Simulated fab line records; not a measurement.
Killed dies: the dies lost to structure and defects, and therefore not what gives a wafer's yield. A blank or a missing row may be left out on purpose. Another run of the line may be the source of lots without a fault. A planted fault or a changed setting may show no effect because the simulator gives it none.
Which tool was responsible?    flow n5 finfet    11 lots, 31 wafers sampled, at 5 steps of a route of 1938

WHAT EACH GAUGE READ, for each wafer
N5_BEOL_M4_RC_MEAS_101.
lot   measured      on         DIBL_N (mV/V)   DIBL_P (mV/V)   IOFF_N (nA/um)     IOFF_P (nA/um)     ION_N (uA/um)  ION_P (uA/um)  SS_N (mV/dec)   SS_P (mV/dec)   VT_N (mV)          VT_P (mV)
L106  day 8 15:49   prober-02  38.6 36.6 37.1  36.2 34.8 34.5  0.178 0.144 0.149  0.225 0.207 0.197  683 665 679    463 460 463    71.8 71.2 72.2  73.7 73.2 72.9  247.0 249.8 249.5  -252 -250 -252
L107  day 10 11:47  prober-02  36.0 37.7 38.3  36.5 39.4 39.4  0.144 0.172 0.186  0.206 0.268 0.272  675 675 688    469 476 475    71.5 71.9 71.6  73.3 73.8 73.1  252.9 246.7 248.1  -250 -247 -244
L110  day 11 01:40  prober-02  36.6 37.0 36.9  38.9 39.9 39.0  0.186 0.209 0.191  0.239 0.253 0.232  683 693 682    467 470 470    71.1 71.8 71.4  74.4 73.7 73.8  248.0 244.0 246.5  -248 -245 -248
L112  day 11 17:19  prober-01  35.5 35.6 34.5  36.4 35.9 34.3  0.156 0.150 0.128  0.206 0.193 0.184  684 678 677    467 459 465    71.7 71.8 71.5  72.9 73.1 73.3  251.6 252.3 252.6  -251 -254 -252
L115  day 12 01:18  prober-02  37.9 38.1 38.1  37.1 36.4 37.2  0.180 0.169 0.179  0.229 0.214 0.227  680 674 678    463 460 468    71.7 71.5 72.0  73.1 73.1 72.6  246.5 248.7 247.2  -248 -249 -252
L117  day 12 23:46  prober-02  35.7 36.8       35.1 36.9       0.158 0.188        0.179 0.210        681 689        454 463        71.3 72.1       73.0 73.7       252.5 249.9        -254 -250
L120  day 13 02:58  prober-02  35.6 35.8       35.1 35.7       0.150 0.152        0.209 0.210        672 676        462 464        72.1 71.9       73.4 73.0       247.5 250.9        -250 -250
L121  day 14 00:28  prober-02  36.4 35.2 35.3  36.0 34.9 34.5  0.158 0.139 0.131  0.192 0.184 0.173  674 671 667    459 460 463    72.3 71.1 71.5  73.2 73.0 72.2  247.5 249.5 254.4  -252 -252 -253
L125  day 14 12:09  prober-02  38.8 36.4 38.4  39.4 36.0 38.4  0.225 0.173 0.204  0.302 0.244 0.288  700 682 687    475 471 479    72.1 71.6 71.8  74.0 72.6 74.0  243.9 246.0 246.0  -244 -245 -244
L128  day 15 21:52  prober-02  36.5 34.9 34.3  36.1 33.7 34.0  0.189 0.157 0.154  0.268 0.225 0.230  692 680 686    478 474 477    71.5 71.4 71.4  73.4 72.5 72.6  246.6 248.0 248.0  -241 -245 -246
L129  day 16 07:52  prober-02  38.1 37.7 39.2  38.1 36.9 38.9  0.181 0.170 0.206  0.251 0.233 0.258  678 691 690    468 469 463    72.3 72.2 72.1  74.5 74.4 73.9  248.3 249.1 245.9  -249 -247 -249

EACH LOT AND THE TOOL THAT RAN IT (in order: tool; ch and the chambers of the sampled wafers; start)
lot   N5_BEOL_M1_SURFACE_TREAT_85   N5_BEOL_M1_CVD_47                 N5_BEOL_M1_ANNEAL_49          N5_BEOL_M1_SPUTTER_88
L106  pvd sputter-01, day 6 08:17   cvd co-02 ch 0,1,2, day 6 08:35   pvd sputter-02, day 6 10:33   pvd sputter-02, day 6 11:21
L107  pvd sputter-02, day 6 20:20   cvd co-01 ch 0,1, day 6 20:23     pvd sputter-02, day 6 20:45   pvd sputter-02, day 6 21:33
L110  pvd sputter-01, day 7 05:49   cvd co-01 ch 1,2, day 7 05:57     pvd sputter-03, day 7 06:20   pvd sputter-03, day 7 07:08
L112  pvd sputter-02, day 8 15:18   cvd co-02 ch 0,1,2, day 8 15:35   pvd sputter-03, day 8 17:24   pvd sputter-03, day 8 18:12
L115  pvd sputter-02, day 10 09:43  cvd co-02 ch 0,1, day 10 10:05    pvd sputter-02, day 10 11:55  pvd sputter-02, day 10 12:43
L117  pvd sputter-03, day 10 23:39  cvd co-01 ch 1,2, day 10 23:45    pvd sputter-03, day 11 00:05  pvd sputter-03, day 11 00:53
L120  pvd sputter-03, day 11 05:21  cvd co-01 ch 0,1, day 11 05:25    pvd sputter-02, day 11 05:41  pvd sputter-02, day 11 06:29
L121  pvd sputter-02, day 12 12:34  cvd co-02 ch 1,2, day 12 12:40    pvd sputter-03, day 12 12:55  pvd sputter-03, day 12 13:43
L125  pvd sputter-02, day 12 19:53  cvd co-02 ch 1,2, day 12 20:01    pvd sputter-03, day 12 20:16  pvd sputter-03, day 12 21:04
L128  pvd sputter-01, day 13 23:27  cvd co-02 ch 0,1,2, day 13 23:31  pvd sputter-01, day 13 23:45  pvd sputter-01, day 14 00:33
L129  pvd sputter-02, day 14 01:32  cvd co-02 ch 0,1,2, day 14 01:40  pvd sputter-01, day 14 01:55  pvd sputter-01, day 14 02:43
- N5_BEOL_M1_SURFACE_TREAT_85
- N5_BEOL_M1_CVD_47: deposits Co from CCTBA/H2, target thk 3 nm, time 223.8 s.
- N5_BEOL_M1_ANNEAL_49: time 240 s.
- N5_BEOL_M1_SPUTTER_88: material Cu, target thk 4.5 nm, time 8.29 s.

WHAT THE TOOLS THEMSELVES READ (means of the sampled wafers that have a number; where no wafer has one, the mark that the record gives instead)
N5_BEOL_M1_CVD_47.
lot   tool       run length s (s)
L106  cvd co-02  246.4
L107  cvd co-01  246.1
L110  cvd co-01  246.4
L112  cvd co-02  246.6
L115  cvd co-02  246.5
L117  cvd co-01  343.8
L120  cvd co-01  343.7
L121  cvd co-02  247.0
L125  cvd co-02  247.2
L128  cvd co-02  246.6
L129  cvd co-02  246.7

N5_BEOL_M1_ANNEAL_49.
lot   tool            heater power w (W)
L106  pvd sputter-02  895
L107  pvd sputter-02  876
L110  pvd sputter-03  786
L112  pvd sputter-03  777
L115  pvd sputter-02  925
L117  pvd sputter-03  712
L120  pvd sputter-02  846
L121  pvd sputter-03  742
L125  pvd sputter-03  738
L128  pvd sputter-01  916
L129  pvd sputter-01  931

N5_BEOL_M1_SPUTTER_88.
lot   tool            throttle valve pct (%)
L106  pvd sputter-02  28.9
L107  pvd sputter-02  30.1
L110  pvd sputter-03  28.3
L112  pvd sputter-03  29.3
L115  pvd sputter-02  29.6
L117  pvd sputter-03  29.9
L120  pvd sputter-02  29.9
L121  pvd sputter-03  28.3
L125  pvd sputter-03  29.7
L128  pvd sputter-01  30.0
L129  pvd sputter-01  30.4

THE ANSWER, worked out from the rows above alone
Rule: the lots themselves supply what counts as usual. Put in order of their means at a reading, lots are off if they are a third of the lots or fewer, leave a main group of 4 or more, and stand apart from it by a gap of 3 or more times the standard deviation of the main group's means; of several such gaps the widest counts. Not used: any main group whose means are identical at the precision the tables above print for the reading. Also off: a lot with no number at a reading for which 4 or more lots have one. Where the step has rows for the other lots, those lots are counted as sound. After the gauges, taken in route order, come the tools' own readings; for these a lot's mean is taken, as printed above. At the first step where some lot is off, the reading lying furthest off is the one used; lots without a number count as furthest.
Off at N5_BEOL_M1_CVD_47 (run length s): L117, L120. The main group: mean 246.6 s, standard deviation 0.31.
If a tool, at that step or one of the process steps before it, ran each lot that is off and ran no sound lot following the first of them, it fits. Can't be told from this: 2 tools fit, pvd sputter-03 at N5_BEOL_M1_SURFACE_TREAT_85, cvd co-01 at N5_BEOL_M1_CVD_47.

WHAT WAS PUT IN BY THE SIMULATOR
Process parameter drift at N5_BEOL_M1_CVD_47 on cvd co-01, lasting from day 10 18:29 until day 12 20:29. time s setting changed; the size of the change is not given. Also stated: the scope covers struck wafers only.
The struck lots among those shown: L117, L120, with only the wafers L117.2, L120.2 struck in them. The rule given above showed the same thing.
